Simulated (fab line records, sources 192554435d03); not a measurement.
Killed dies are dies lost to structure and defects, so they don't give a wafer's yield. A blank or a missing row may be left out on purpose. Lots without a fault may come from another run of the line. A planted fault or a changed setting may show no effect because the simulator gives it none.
A struck lot beside a sound one | flow n5_finfet | 18 steps out of a route of 1938
Sound: wafers L954.1, L954.5, L954.6. Struck: wafers L967.2, L967.3, L967.6. The cause comes at the end.
At each step with rows: each side's tool, then ch and its chambers, then its first start. Under that, the readings that differ: sound wafers | struck wafers | difference of the means | sigmas: that difference in standard deviations of wafers without a fault.
alike: readings whose means differ by less than 2 such deviations, and words and numbers that are the same on both sides. not compared: withheld readings, readings that some wafer has no value for, bounds like >300 that may hide the same value, and numbers for which the record gives no deviation and whose values overlap.
The two part at a step that has a row with sigmas, a row that says differs or no value, or rows on one side only. Numbers that don't overlap but have no deviation are shown without sigmas and don't part them. A reading that every wafer of one side lacks parts them only if that side has two wafers or more.

N5_PMOS_HMC_CHANNEL_EPI_OVL_MEAS_10:
  sound on overlay-02 ch 0, day 1 17:07; struck on overlay-02 ch 0, day 5 00:46
  alike: PMOS_HMC_BLK_OVL
N5_PMOS_HMC_CHANNEL_EPI_INSPECT_11: inspects for defects (macro).
  sound on defect_inspect-02, day 1 17:09; struck on defect_inspect-02, day 5 00:48
  alike: raw_defect_count
N5_PMOS_HMC_CHANNEL_EPI_DESCUM_14: chemistry O2, time 7.9 s.
  sound on rie_diel-05 ch 0,2,3, day 1 17:37; struck on rie_diel-02 ch 0,1, day 5 01:30
  alike: drypump_motor_current_A, oes_product_au, rf_fwd_power_W, rf_vpp_V, showerhead_plenum_p_Torr, temp_c, throttle_valve_pct
  not compared: rf_hours_counter_h
N5_PMOS_HMC_CHANNEL_EPI_ETCH_32: etches BARC in N2/H2, stops on SiO2, target depth 85.8 nm, time 50.3 s.
  sound on rie_diel-05 ch 0,2,3, day 1 17:39; struck on rie_diel-02 ch 0,1, day 5 01:32
  alike: drypump_motor_current_A, h2_flow_sccm, oes_product_au, rf_fwd_power_W, rf_vpp_V, showerhead_plenum_p_Torr, throttle_valve_pct
  not compared: rf_hours_counter_h
N5_PMOS_HMC_CHANNEL_EPI_HM_OPEN_15: chemistry CHF3/O2, target SiO2, target depth 40.6 nm, time 20.3 s.
  sound on rie_diel-05 ch 0,2,3, day 1 17:42; struck on rie_diel-02 ch 0,1, day 5 01:35
  alike: drypump_motor_current_A, oes_product_au, rf_fwd_power_W, rf_vpp_V, showerhead_plenum_p_Torr, throttle_valve_pct
  not compared: rf_hours_counter_h
then, 2 steps without rows for these wafers: N5_PMOS_HMC_CHANNEL_EPI_STRIP_33 (strips in N2/H2); N5_PMOS_HMC_CHANNEL_EPI_STRIP_17 (strips in SPM, time 750 s).
N5_PMOS_HMC_CHANNEL_EPI_ETCH_38: etches SiO2 in CF4, target depth 1.5 nm.
  sound on rie_si-02 ch 0,1,2, day 1 18:04; struck on rie_si-02 ch 1,2,3, day 5 01:58
  alike: drypump_motor_current_A, oes_product_au, rf_fwd_power_W, throttle_valve_pct
  not compared: rf_hours_counter_h
N5_PMOS_HMC_CHANNEL_EPI_FIN_RECESS_16: chemistry HBr/Cl2, target Si, target depth 54 nm, time 18 s.
  sound on rie_si-02 ch 0,1,2, day 1 18:05; struck on rie_si-02 ch 1,2,3, day 5 01:59
  alike: drypump_motor_current_A, oes_product_au, rf_fwd_power_W, throttle_valve_pct
  not compared: rf_hours_counter_h
then, 3 steps without rows for these wafers: N5_PMOS_HMC_CHANNEL_EPI_PRECLEAN_36 (cleans in O3/DIW, time 45 s); N5_PMOS_HMC_CHANNEL_EPI_PRECLEAN_18 (cleans in DHF, time 30 s); N5_PMOS_HMC_CHANNEL_EPI_SRD_19 (time 30 s).
N5_PMOS_HMC_CHANNEL_EPI_EPI_20: deposits SiGe30, target thk 59 nm.
  sound on epi_rpcvd-01 ch 0, day 1 18:15; struck on epi_rpcvd-01, day 5 02:21
  no value came back on the struck wafers for chamber_pressure_Torr (Torr), lamp_inner_pct (%); on the sound wafers chamber_pressure_Torr (Torr) reads 20.00 20.07 20.00
then, 4 steps without rows for these wafers: N5_PMOS_HMC_CHANNEL_EPI_HM_STRIP_35 (strips SiO2 in dHF, material SiO2, target depth 39.6 nm, time 216 s); N5_PMOS_HMC_CHANNEL_EPI_SRD_39 (time 30 s); N5_PMOS_HMC_CHANNEL_EPI_CMP_21 (polishes SiGe30, target thk 54 nm); N5_PMOS_HMC_CHANNEL_EPI_PRECLEAN_40 (cleans in DHF, time 30 s).
N5_PASSIVATION_PROBE_49:
  the record has rows for the sound wafers here (prober-01, day 12 00:04) and none for the struck ones

WHERE THEY PART
First at N5_PMOS_HMC_CHANNEL_EPI_EPI_20; last, within this record, at N5_PASSIVATION_PROBE_49.

WHY: what the simulator had put in
Skipped step whole: epi_rpcvd-01, from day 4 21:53 on, at N5_PMOS_HMC_CHANNEL_EPI_EPI_20. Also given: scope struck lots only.
